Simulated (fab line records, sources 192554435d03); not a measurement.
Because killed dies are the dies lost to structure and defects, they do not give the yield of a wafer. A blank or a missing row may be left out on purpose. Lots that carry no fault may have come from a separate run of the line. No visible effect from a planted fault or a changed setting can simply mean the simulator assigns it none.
Matching of chambers :: flow n5_finfet :: N5_FIN_SAQP_MANDREL2_REMOVE_60 on rie_si-05 has 4 sister chambers
The step chemistry HBr/Cl2/O2, target a-Si, stops on SiNx, bt time 10 s. 16 wafers are shown with their chamber, then 8 later ones without.

== WAFERS WITH THEIR CHAMBER ==
wafer: L077.1
chamber: 2
oes_product_au (a.u.): 1.009

wafer: L077.2
chamber: 1
oes_product_au (a.u.): 1.010

wafer: L077.4
chamber: 2
oes_product_au (a.u.): 1.002

wafer: L078.1
chamber: 3
oes_product_au (a.u.): 1.006

wafer: L078.2
chamber: 1
oes_product_au (a.u.): 1.019

wafer: L078.4
chamber: 2
oes_product_au (a.u.): 0.996

wafer: L079.1
chamber: 3
oes_product_au (a.u.): 0.999

wafer: L079.4
chamber: 1
oes_product_au (a.u.): 1.015

wafer: L079.6
chamber: 1
oes_product_au (a.u.): 1.014

wafer: L082.3
chamber: 2
oes_product_au (a.u.): 1.005

wafer: L082.4
chamber: 1
oes_product_au (a.u.): 1.006

wafer: L082.6
chamber: 3
oes_product_au (a.u.): 1.008

wafer: L085.2
chamber: 2
oes_product_au (a.u.): 1.002

wafer: L085.4
chamber: 1
oes_product_au (a.u.): 1.010

wafer: L085.6
chamber: 2
oes_product_au (a.u.): 1.005

wafer: L086.1
chamber: 0
oes_product_au (a.u.): 1.002

SIGNATURES (averages over the wafers above)
reading: oes_product_au
chamber 0: 1.00200
chamber 1: 1.01233
chamber 2: 1.00317
chamber 3: 1.00433
scatter within a chamber: 0.00452
Rule: for each reading, subtract the chamber's mean from the wafer's reading, divide by that reading's scatter and square the result; add these up over the readings and take the root, which gives the wafer's distance from the chamber. If the next closest chamber is less than 2 further off than the closest, the wafer can't be placed; otherwise it belongs to the closest. The scatter: the root of (the sum of the squares of (reading less its chamber's mean) over the shown wafers, divided by (wafers less chambers)).

== WAFERS MISSING THEIR CHAMBER ==
wafer: L086.2
oes_product_au (a.u.): 1.006

wafer: L086.3
oes_product_au (a.u.): 1.005

wafer: L087.1
oes_product_au (a.u.): 1.008

wafer: L087.2
oes_product_au (a.u.): 1.005

wafer: L087.5
oes_product_au (a.u.): 0.994

wafer: L090.1
oes_product_au (a.u.): 0.996

wafer: L090.5
oes_product_au (a.u.): 1.000

wafer: L090.6
oes_product_au (a.u.): 0.999

== WHICH CHAMBER EACH WENT THROUGH ==
wafer: L086.2
from the rows above: can't be placed: 3 or 2 or 0 or 1
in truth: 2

wafer: L086.3
from the rows above: can't be placed: 3 or 2 or 0 or 1
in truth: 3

wafer: L087.1
from the rows above: can't be placed: 3 or 1 or 2 or 0
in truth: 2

wafer: L087.2
from the rows above: can't be placed: 3 or 2 or 0 or 1
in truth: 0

wafer: L087.5
from the rows above: can't be placed: 0 or 2 or 3
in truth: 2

wafer: L090.1
from the rows above: can't be placed: 0 or 2 or 3
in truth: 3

wafer: L090.5
from the rows above: can't be placed: 0 or 2 or 3
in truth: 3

wafer: L090.6
from the rows above: can't be placed: 0 or 2 or 3
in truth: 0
0 of 8 placed correctly. Not placeable from these rows: 8 (in 8, the candidates include the true chamber). Wrongly placed: 0.
